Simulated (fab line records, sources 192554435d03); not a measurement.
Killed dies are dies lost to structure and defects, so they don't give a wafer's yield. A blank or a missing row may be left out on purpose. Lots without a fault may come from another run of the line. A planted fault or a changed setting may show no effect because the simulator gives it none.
Chamber matching | flow n5_finfet | N5_BEOL_M9_DEP_56 on pecvd-03: 3 sister chambers
The step deposits SiCN from 3MS/NH3, target thk 15 nm, time 26.5 s. 20 wafers are shown with their chamber, then 10 later ones without.

WAFERS WITH THEIR CHAMBER
wafer  | chamber | throttle_valve_pct (%) | showerhead_plenum_p_Torr (Torr) | rf_fwd_power_W (W)
L074.1 | 2       | 8.0                    | 3.680                           | 200.5
L074.4 | 2       | 8.1                    | 3.668                           | 199.9
L074.6 | 0       | 9.7                    | 3.680                           | 200.6
L081.2 | 0       | 9.6                    | 3.697                           | 199.9
L081.4 | 2       | 8.0                    | 3.692                           | 201.3
L081.5 | 1       | 9.8                    | 3.649                           | 199.6
L082.1 | 1       | 9.3                    | 3.652                           | 199.5
L082.2 | 0       | 9.8                    | 3.679                           | 202.1
L082.4 | 1       | 9.5                    | 3.646                           | 200.1
L084.4 | 0       | 9.7                    | 3.686                           | 200.2
L084.5 | 2       | 8.2                    | 3.672                           | 201.2
L084.6 | 1       | 9.8                    | 3.644                           | 199.7
L083.1 | 2       | 8.4                    | 3.658                           | 200.9
L083.3 | 0       | 9.3                    | 3.685                           | 201.6
L083.5 | 2       | 8.1                    | 3.673                           | 200.8
L088.1 | 2       | 8.1                    | 3.675                           | 200.1
L088.2 | 1       | 9.9                    | 3.644                           | 200.3
L088.4 | 0       | 9.6                    | 3.695                           | 201.6
L091.2 | 0       | 9.5                    | 3.681                           | 199.0
L091.3 | 2       | 8.2                    | 3.670                           | 201.1

SIGNATURES (means of the wafers above)
reading                  | chamber 0 | chamber 1 | chamber 2 | scatter within a chamber
throttle_valve_pct       | 9.600     | 9.660     | 8.137     | 0.177
showerhead_plenum_p_Torr | 3.68614   | 3.64700   | 3.67350   | 0.00779
rf_fwd_power_W           | 200.714   | 199.840   | 200.725   | 0.755
Rule: a wafer's distance from a chamber is the root of the sum, over the readings, of the square of ((its reading less the chamber's mean) divided by the reading's scatter). The wafer belongs to the nearest chamber; if the next one is less than 2 further off, it can't be placed. The scatter: the root of (the sum of the squares of (reading less its chamber's mean) over the shown wafers, divided by (wafers less chambers)).

WAFERS WITHOUT THEIR CHAMBER
wafer  | throttle_valve_pct (%) | showerhead_plenum_p_Torr (Torr) | rf_fwd_power_W (W)
L091.6 | 9.7                    | 3.640                           | 198.3
L089.1 | 9.5                    | 3.680                           | 199.5
L089.5 | 9.6                    | 3.645                           | 198.9
L089.6 | 8.6                    | 3.666                           | 201.0
L090.1 | 9.9                    | 3.688                           | 199.9
L090.4 | 9.7                    | 3.643                           | 199.1
L090.6 | 9.6                    | 3.681                           | 201.0
L097.3 | 9.9                    | 3.686                           | 200.3
L097.4 | 9.9                    | 3.698                           | 200.1
L097.5 | 9.5                    | 3.646                           | 199.4

WHICH CHAMBER EACH WENT THROUGH
wafer  | from the rows above | in truth
L091.6 | 1                   | 1
L089.1 | 0                   | 0
L089.5 | 1                   | 1
L089.6 | 2                   | 2
L090.1 | 0                   | 0
L090.4 | 1                   | 1
L090.6 | 0                   | 0
L097.3 | 0                   | 0
L097.4 | 0                   | 0
L097.5 | 1                   | 1
Placed correctly: 10 of 10. Can't be placed from these rows: 0. Placed wrongly: 0.
